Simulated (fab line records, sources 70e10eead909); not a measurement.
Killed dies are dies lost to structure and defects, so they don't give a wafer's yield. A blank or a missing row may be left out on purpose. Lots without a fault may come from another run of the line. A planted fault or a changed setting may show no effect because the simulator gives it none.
A struck lot beside a sound one | flow nand_harc | 14 steps out of a route of 1159
Sound: wafers L880.1, L880.3, L880.5. Struck: wafers L889.1, L889.2, L889.4. The cause comes at the end.
At each step with rows: each side's tool, then ch and its chambers, then its first start. Under that, the readings that differ: sound wafers | struck wafers | difference of the means | sigmas: that difference in standard deviations of wafers without a fault.
alike: readings whose means differ by less than 2 such deviations, and words and numbers that are the same on both sides. not compared: withheld readings, readings that some wafer has no value for, bounds like >300 that may hide the same value, and numbers for which the record gives no deviation and whose values overlap.
The two part at a step that has a row with sigmas, a row that says differs or no value, or rows on one side only. Numbers that don't overlap but have no deviation are shown without sigmas and don't part them. A reading that every wafer of one side lacks parts them only if that side has two wafers or more.

NHARC_P_M2_PRE_CLEAN_32: time 12 s.
  sound on pecvd-04 ch 1,2, day 6 18:27; struck on pecvd-02 ch 0,1,2, day 8 21:12
  alike: heater_power_w
NHARC_P_M2_DEP_33: deposits SiCN, target thk 30 nm.
  sound on pecvd-04 ch 1,2, day 6 18:32; struck on pecvd-02 ch 0,1,2, day 8 21:16
  alike: heater_power_w, showerhead_vpp_V
NHARC_P_BONDPAD_DEP_00: deposits SiCN, target thk 250 nm.
  sound on pecvd-04 ch 0,1,2; struck on pecvd-04 ch 0,2, day 8 21:43
  alike: heater_power_w, showerhead_vpp_V
NHARC_P_BONDPAD_CMP_32: polishes SiCN, target thk 200 nm.
  sound on cmp-03 ch 0,1,3, day 6 19:25; struck on cmp-02 ch 0,1,3, day 8 22:07
  alike: motor_current_A
NHARC_P_BONDPAD_THK_MEAS_33: measures by ellipsometry.
  sound on film_metro-01, day 6 19:37; struck on film_metro-01, day 8 22:22
  alike: thk_nm
then, 7 steps without rows for these wafers: NHARC_P_BONDPAD_SRD_34; NHARC_P_BONDPAD_DEHYDRATE_01 (time 120 s); NHARC_P_BONDPAD_HMDS_02 (time 30 s); NHARC_P_BONDPAD_COAT_36 (time 65 s); NHARC_P_BONDPAD_COAT_03 (resist thk 600 nm); NHARC_P_BONDPAD_SOFTBAKE_04 (time 70 s); NHARC_P_BONDPAD_EBR_05.
NHARC_P_BONDPAD_EXPOSE_06: exposes mask P BPAD.
  sound on krf_scanner-02 ch 0, day 6 19:55; struck on krf_scanner-02, day 8 22:40
  no value came back on the struck wafers for exposure_dose_mJ_cm2, focus_offset_nm (nm), reticle_temp_C (C); on the sound wafers exposure_dose_mJ_cm2 reads 37.05 37.10 37.09
  alike: mask
then, 1 step without rows for these wafers: NHARC_P_BONDPAD_PEB_07 (peb time 80 s).

WHERE THEY PART
Only at NHARC_P_BONDPAD_EXPOSE_06, within this record.

WHY: what the simulator had put in
Skipped step whole: krf_scanner-02, from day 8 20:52 on, at NHARC_P_BONDPAD_EXPOSE_06. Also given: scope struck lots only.
